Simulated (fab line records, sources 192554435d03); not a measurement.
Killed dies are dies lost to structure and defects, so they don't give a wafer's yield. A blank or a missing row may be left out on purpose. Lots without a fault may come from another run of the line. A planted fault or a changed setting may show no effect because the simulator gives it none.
Which tool did it? | flow n5_finfet | 24 lots, 72 wafers sampled, at 5 steps of a route of 1938

WHAT THE GAUGES READ, wafer by wafer
N5_BEOL_M14_CD_MEAS_10: target cd 250 nm.
lot  | measured     | on        | cd_nm (nm)
L076 | day 12 01:37 | cd_sem-02 | 249.6 250.7 251.6
L077 | day 12 09:02 | cd_sem-02 | 252.4 249.1 250.6
L075 | day 12 09:56 | cd_sem-02 | 249.8 250.4 248.3
L079 | day 13 03:53 | cd_sem-01 | 251.8 247.7 248.0
L078 | day 13 11:10 | cd_sem-01 | 249.1 249.3 249.9
L080 | day 13 14:47 | cd_sem-01 | 250.2 251.6 251.5
L081 | day 13 15:16 | cd_sem-03 | 250.4 248.9 250.7
L074 | day 13 16:05 | cd_sem-03 | 247.3 248.9 251.3
L082 | day 13 18:03 | cd_sem-02 | 251.0 251.7 251.6
L084 | day 14 01:37 | cd_sem-02 | 251.7 250.2 252.1
L083 | day 14 04:05 | cd_sem-01 | 249.3 249.8 248.8
L085 | day 14 05:46 | cd_sem-02 | 250.2 249.3 246.2
L086 | day 14 21:14 | cd_sem-03 | 249.2 248.6 249.1
L087 | day 15 19:11 | cd_sem-01 | 250.5 251.9 251.4
L088 | day 15 19:23 | cd_sem-02 | 252.0 252.4 248.9
L089 | day 15 23:51 | cd_sem-01 | 249.2 249.3 251.6
L091 | day 16 10:02 | cd_sem-01 | 250.0 252.4 253.3
L090 | day 16 12:39 | cd_sem-02 | 251.5 251.2 248.8
L092 | day 16 13:36 | cd_sem-01 | 249.5 251.1 251.1
L093 | day 17 06:42 | cd_sem-02 | 250.9 251.2 254.3
L094 | day 17 14:56 | cd_sem-02 | 250.0 253.1 250.0
L095 | day 17 14:58 | cd_sem-02 | 250.4 247.8 249.8
L096 | day 17 20:48 | cd_sem-03 | 249.5 248.3 248.5
L097 | day 17 23:27 | cd_sem-01 | 250.4 251.9 249.6

N5_BEOL_M14_CD_MEAS_17: target cd 250 nm.
lot  | measured     | on        | cd_nm (nm)
L076 | day 12 02:08 | cd_sem-01 | 251.4 250.5 253.7
L077 | day 12 09:37 | cd_sem-03 | 252.4 248.3 250.0
L075 | day 12 10:33 | cd_sem-02 | 249.1 251.0 249.3
L079 | day 13 04:24 | cd_sem-01 | 250.6 246.9 247.5
L078 | day 13 11:41 | cd_sem-03 | 249.0 248.4 251.1
L080 | day 13 15:19 | cd_sem-02 | 251.6 252.7 252.0
L081 | day 13 15:58 | cd_sem-01 | 248.4 247.8 249.7
L074 | day 13 16:56 | cd_sem-02 | 246.1 248.0 252.5
L082 | day 13 19:03 | cd_sem-01 | 251.6 251.7 251.2
L084 | day 14 02:16 | cd_sem-03 | 251.8 250.8 253.3
L083 | day 14 04:37 | cd_sem-01 | 250.7 250.4 248.8
L085 | day 14 06:18 | cd_sem-03 | 249.4 249.8 247.8
L086 | day 14 21:52 | cd_sem-03 | 249.9 249.1 249.7
L087 | day 15 19:43 | cd_sem-01 | 249.8 254.2 251.5
L088 | day 15 19:55 | cd_sem-01 | 252.2 253.0 250.0
L089 | day 16 00:22 | cd_sem-01 | 249.1 249.3 252.5
L091 | day 16 10:34 | cd_sem-03 | 251.0 253.0 253.6
L090 | day 16 13:11 | cd_sem-01 | 250.6 250.8 249.3
L092 | day 16 14:13 | cd_sem-02 | 251.8 252.0 252.1
L093 | day 17 07:23 | cd_sem-02 | 252.8 252.6 254.8
L094 | day 17 15:28 | cd_sem-02 | 249.3 252.9 250.2
L095 | day 17 15:30 | cd_sem-02 | 251.4 247.3 251.0
L096 | day 17 21:19 | cd_sem-03 | 250.1 249.1 248.2
L097 | day 17 23:59 | cd_sem-01 | 250.4 250.5 249.0

WHICH TOOL RAN EACH LOT (tool, then ch and the chambers of the sampled wafers, then the start)
lot  | N5_BEOL_M13_ILD_DEP_00          | N5_BEOL_M13_ETCH_59                | N5_BEOL_M14_STRIP_64
L076 | pecvd-01 ch 0, day 11 20:02     | rie_diel-04 ch 0,2,3, day 11 20:55 | rie_diel-03 ch 1,2, day 12 02:08 or earlier
L077 | pecvd-02 ch 0,2, day 12 03:53   | rie_diel-06 ch 1,3, day 12 04:35   | rie_diel-05 ch 2,3, day 12 09:37 or earlier
L075 | pecvd-04 ch 0,1,2, day 12 04:17 | rie_diel-02 ch 1,3, day 12 04:59   | rie_diel-03 ch 0,2, day 12 10:33 or earlier
L079 | pecvd-01 ch 0,2, day 12 22:49   | rie_diel-06 ch 0,1,3, day 12 23:25 | rie_diel-01 ch 1,3, day 13 04:24 or earlier
L078 | pecvd-04 ch 0,1, day 12 23:28   | rie_diel-06 ch 0,3, day 13 00:02   | rie_diel-03 ch 2,3, day 13 11:41 or earlier
L080 | pecvd-04 ch 1,2, day 13 02:43   | rie_diel-02 ch 1,2,3, day 13 03:25 | rie_diel-01 ch 0,2, day 13 15:19 or earlier
L081 | pecvd-04 ch 0,2, day 13 03:03   | rie_diel-04 ch 1,3, day 13 03:38   | rie_diel-03 ch 0,2, day 13 15:58 or earlier
L074 | pecvd-01 ch 0,1,2, day 13 10:48 | rie_diel-06 ch 1,2,3, day 13 11:32 | rie_diel-03 ch 1,2, day 13 16:56 or earlier
L082 | pecvd-02 ch 0,2, day 13 11:59   | rie_diel-04 ch 1,2,3, day 13 12:37 | rie_diel-01 ch 1,2,3, day 13 19:03 or earlier
L084 | pecvd-04 ch 1,2, day 13 20:40   | rie_diel-02 ch 1,3, day 13 21:14   | rie_diel-01 ch 0,2,3, day 14 02:16 or earlier
L083 | pecvd-02 ch 1,2, day 13 20:49   | rie_diel-06 ch 0,1,2, day 13 21:25 | rie_diel-01 ch 0,1,2, day 14 04:37 or earlier
L085 | pecvd-01 ch 1,2, day 13 21:50   | rie_diel-02 ch 0,2, day 13 23:41   | rie_diel-01 ch 1,2,3, day 14 06:18 or earlier
L086 | pecvd-02 ch 0,2, day 14 15:52   | rie_diel-04 ch 1,3, day 14 16:27   | rie_diel-01 ch 0,3, day 14 21:52 or earlier
L087 | pecvd-04 ch 0,2, day 15 11:29   | rie_diel-02 ch 0,1,3, day 15 12:11 | rie_diel-01 ch 0,1,2, day 15 19:43 or earlier
L088 | pecvd-02 ch 0,1, day 15 11:43   | rie_diel-06 ch 0,2,3, day 15 12:33 | rie_diel-03 ch 1,2,3, day 15 19:55 or earlier
L089 | pecvd-04 ch 0,2, day 15 18:07   | rie_diel-02 ch 0,2,3, day 15 19:04 | rie_diel-05 ch 0,1,3, day 16 00:22 or earlier
L091 | pecvd-04 ch 1,2, day 16 04:14   | rie_diel-02 ch 1,2, day 16 04:49   | rie_diel-01 ch 0,2,3, day 16 10:34 or earlier
L090 | pecvd-04 ch 0,1,2, day 16 04:35 | rie_diel-06 ch 0,3, day 16 05:45   | rie_diel-05 ch 0,2,3, day 16 13:11 or earlier
L092 | pecvd-02 ch 0,1, day 16 08:01   | rie_diel-06 ch 0,1,2, day 16 08:44 | rie_diel-03 ch 1,2, day 16 14:13 or earlier
L093 | pecvd-04 ch 0,1,2, day 16 21:28 | rie_diel-02 ch 0,2,3, day 16 22:02 | rie_diel-05 ch 0,1, day 17 07:23 or earlier
L094 | pecvd-02 ch 0,2, day 17 09:23   | rie_diel-02 ch 1,2,3, day 17 10:05 | rie_diel-03 ch 2,3, day 17 15:28 or earlier
L095 | pecvd-01 ch 0,2, day 17 09:39   | rie_diel-06 ch 0,1,2, day 17 10:22 | rie_diel-01 ch 0,1,3, day 17 15:30 or earlier
L096 | pecvd-01 ch 0,2, day 17 14:05   | rie_diel-02 ch 0,1,2, day 17 14:40 | rie_diel-01 ch 0,1,3, day 17 21:19 or earlier
L097 | pecvd-02 ch 0,1,2, day 17 14:29 | rie_diel-04 ch 1,2,3, day 17 15:12 | rie_diel-03 ch 0,2,3, day 17 23:59 or earlier
- N5_BEOL_M13_ILD_DEP_00: deposits SiOC from DEMS/O2, target thk 837.92 nm, time 166.4 s.
- N5_BEOL_M13_ETCH_59: etches BARC in N2/H2, target depth 89 nm, overetch 26.7 nm, time 67.9 s.
- N5_BEOL_M14_STRIP_64: strips in O2.

WHAT THE TOOLS THEMSELVES READ (means of the sampled wafers that have a number; where no wafer has one, the mark that the record gives instead)
N5_BEOL_M13_ILD_DEP_00.
lot  | tool     | heater_power_w (W) | showerhead_plenum_p_Torr (Torr) | susceptor_temp_C (C) | throttle_valve_pct (%)
L076 | pecvd-01 | 530                | 5.724                           | 349.70               | 12.3
L077 | pecvd-02 | 419                | 5.695                           | 349.73               | 11.3
L075 | pecvd-04 | 445                | 5.707                           | 350.02               | 12.9
L079 | pecvd-01 | 469                | 5.691                           | 349.74               | 12.0
L078 | pecvd-04 | 408                | 5.715                           | 350.19               | 13.3
L080 | pecvd-04 | 509                | 5.705                           | 349.89               | 12.8
L081 | pecvd-04 | 446                | 5.689                           | 349.87               | 12.3
L074 | pecvd-01 | 526                | 5.692                           | 350.09               | 12.2
L082 | pecvd-02 | 424                | 5.709                           | 349.89               | 11.6
L084 | pecvd-04 | 537                | 5.697                           | 349.88               | 12.7
L083 | pecvd-02 | 486                | 5.692                           | 350.21               | 11.9
L085 | pecvd-01 | 501                | 5.683                           | 350.28               | 12.1
L086 | pecvd-02 | 454                | 5.692                           | 350.07               | 11.4
L087 | pecvd-04 | 441                | 5.697                           | 350.21               | 12.2
L088 | pecvd-02 | 499                | 5.701                           | 349.87               | 12.1
L089 | pecvd-04 | 457                | 5.691                           | 349.82               | 12.1
L091 | pecvd-04 | 406                | 5.713                           | 349.84               | 13.3
L090 | pecvd-04 | 441                | 5.700                           | 349.77               | 12.8
L092 | pecvd-02 | 548                | 5.695                           | 350.08               | 11.9
L093 | pecvd-04 | 453                | 5.699                           | 349.92               | 12.9
L094 | pecvd-02 | 436                | 5.694                           | 350.13               | 11.5
L095 | pecvd-01 | 492                | 5.707                           | 349.90               | 12.2
L096 | pecvd-01 | 490                | 5.705                           | 350.00               | 12.1
L097 | pecvd-02 | 443                | 5.693                           | 349.74               | 11.6

N5_BEOL_M13_ETCH_59.
lot  | tool        | drypump_motor_current_A (A) | oes_product_au (a.u.) | rf_vpp_V (V) | showerhead_plenum_p_Torr (Torr) | throttle_valve_pct (%)
L076 | rie_diel-04 | 5.7                         | 0.73                  | 527.1        | 2.66                            | 17.86
L077 | rie_diel-06 | 5.9                         | 0.77                  | 525.9        | 2.62                            | 17.95
L075 | rie_diel-02 | 5.9                         | 0.66                  | 523.9        | 2.55                            | 18.12
L079 | rie_diel-06 | 5.9                         | 0.73                  | 525.7        | 2.58                            | 17.85
L078 | rie_diel-06 | 5.9                         | 0.70                  | 523.3        | 2.50                            | 18.06
L080 | rie_diel-02 | 5.7                         | 0.70                  | 523.6        | 2.56                            | 18.00
L081 | rie_diel-04 | 5.7                         | 0.77                  | 523.3        | 2.53                            | 17.73
L074 | rie_diel-06 | 5.9                         | 0.70                  | 525.6        | 2.60                            | 17.94
L082 | rie_diel-04 | 5.5                         | 0.71                  | 525.4        | 2.58                            | 17.83
L084 | rie_diel-02 | 5.9                         | 0.68                  | 524.2        | 2.56                            | 17.99
L083 | rie_diel-06 | 5.9                         | 0.71                  | 526.5        | 2.63                            | 17.65
L085 | rie_diel-02 | 5.7                         | 0.76                  | 525.6        | 2.62                            | 17.83
L086 | rie_diel-04 | 5.6                         | 0.76                  | 523.2        | 2.52                            | 17.75
L087 | rie_diel-02 | 6.1                         | 0.70                  | 525.5        | 2.60                            | 17.94
L088 | rie_diel-06 | 5.9                         | 0.66                  | 524.3        | 2.56                            | 17.87
L089 | rie_diel-02 | 5.9                         | 0.73                  | 526.8        | 2.61                            | 17.82
L091 | rie_diel-02 | 5.5                         | 0.68                  | 524.0        | 2.55                            | 18.06
L090 | rie_diel-06 | 5.9                         | 0.68                  | 523.4        | 2.49                            | 18.10
L092 | rie_diel-06 | 5.9                         | 0.69                  | 526.0        | 2.63                            | 17.68
L093 | rie_diel-02 | 5.9                         | 0.72                  | 525.3        | 2.61                            | 17.86
L094 | rie_diel-02 | 5.7                         | 0.67                  | 523.8        | 2.55                            | 18.06
L095 | rie_diel-06 | 5.9                         | 0.68                  | 526.9        | 2.62                            | 17.69
L096 | rie_diel-02 | 5.9                         | 0.69                  | 525.9        | 2.59                            | 18.00
L097 | rie_diel-04 | 5.5                         | 0.68                  | 524.2        | 2.57                            | 17.88

N5_BEOL_M14_STRIP_64.
lot  | tool        | drypump_motor_current_A (A) | oes_product_au (a.u.) | rf_vpp_V (V) | showerhead_plenum_p_Torr (Torr) | throttle_valve_pct (%)
L076 | rie_diel-03 | 5.2                         | 0.75                  | 3.4          | 2.11                            | 16.89
L077 | rie_diel-05 | 4.9                         | 0.82                  | 3.3          | 2.21                            | 16.75
L075 | rie_diel-03 | 5.6                         | 0.72                  | 3.7          | 2.15                            | 16.86
L079 | rie_diel-01 | 5.3                         | 0.78                  | 4.1          | 2.14                            | 16.73
L078 | rie_diel-03 | 6.0                         | 0.86                  | 3.6          | 2.20                            | 16.84
L080 | rie_diel-01 | 5.4                         | 0.71                  | 3.3          | 2.15                            | 16.93
L081 | rie_diel-03 | 5.4                         | 0.72                  | 3.4          | 2.13                            | 17.01
L074 | rie_diel-03 | 5.3                         | 0.73                  | 3.6          | 2.11                            | 17.01
L082 | rie_diel-01 | 5.2                         | 0.73                  | 3.7          | 2.15                            | 16.87
L084 | rie_diel-01 | 5.6                         | 0.71                  | 3.4          | 2.14                            | 16.79
L083 | rie_diel-01 | 5.5                         | 0.76                  | 3.2          | 2.13                            | 16.80
L085 | rie_diel-01 | 5.2                         | 0.73                  | 3.9          | 2.15                            | 16.87
L086 | rie_diel-01 | 6.0                         | 0.74                  | 3.5          | 2.11                            | 16.59
L087 | rie_diel-01 | 5.6                         | 0.74                  | 3.5          | 2.13                            | 16.82
L088 | rie_diel-03 | 5.6                         | 0.78                  | 3.3          | 2.15                            | 16.91
L089 | rie_diel-05 | 5.5                         | 0.78                  | 3.5          | 2.08                            | 16.88
L091 | rie_diel-01 | 5.6                         | 0.69                  | 4.0          | 2.13                            | 16.82
L090 | rie_diel-05 | 5.5                         | 0.77                  | 3.8          | 2.14                            | 16.89
L092 | rie_diel-03 | 5.3                         | 0.72                  | 3.5          | 2.10                            | 17.07
L093 | rie_diel-05 | 5.8                         | 0.78                  | 3.7          | 2.02                            | 16.86
L094 | rie_diel-03 | 6.0                         | 0.81                  | 3.6          | 2.19                            | 16.90
L095 | rie_diel-01 | 5.7                         | 0.83                  | 3.4          | 2.11                            | 16.57
L096 | rie_diel-01 | 5.6                         | 0.84                  | 3.0          | 2.11                            | 16.59
L097 | rie_diel-03 | 5.8                         | 0.75                  | 3.6          | 2.16                            | 16.94

THE ANSWER, worked out from the rows above alone
Rule: what is usual is taken from the lots themselves. Put in order of their means at a reading, lots are off if they are a third of the lots or fewer, leave a main group of 4 or more, and stand apart from it by a gap of 3 or more times the standard deviation of the main group's means; of several such gaps the widest counts. A main group whose means are all the same, to the digits that the tables above print for the reading, isn't used. A lot without any number at a reading at which 4 lots or more have one is off too. The other lots that the step has rows for count as sound. The gauges are gone through in route order, then the tools' own readings, and for those a lot's mean is taken as printed above. The first step at which some lot is off is used, and at that step the reading that is off furthest; a lot without a number counts as furthest.
No lot is off at any reading shown: from this, nothing can be told.

WHAT THE SIMULATOR HAD PUT IN
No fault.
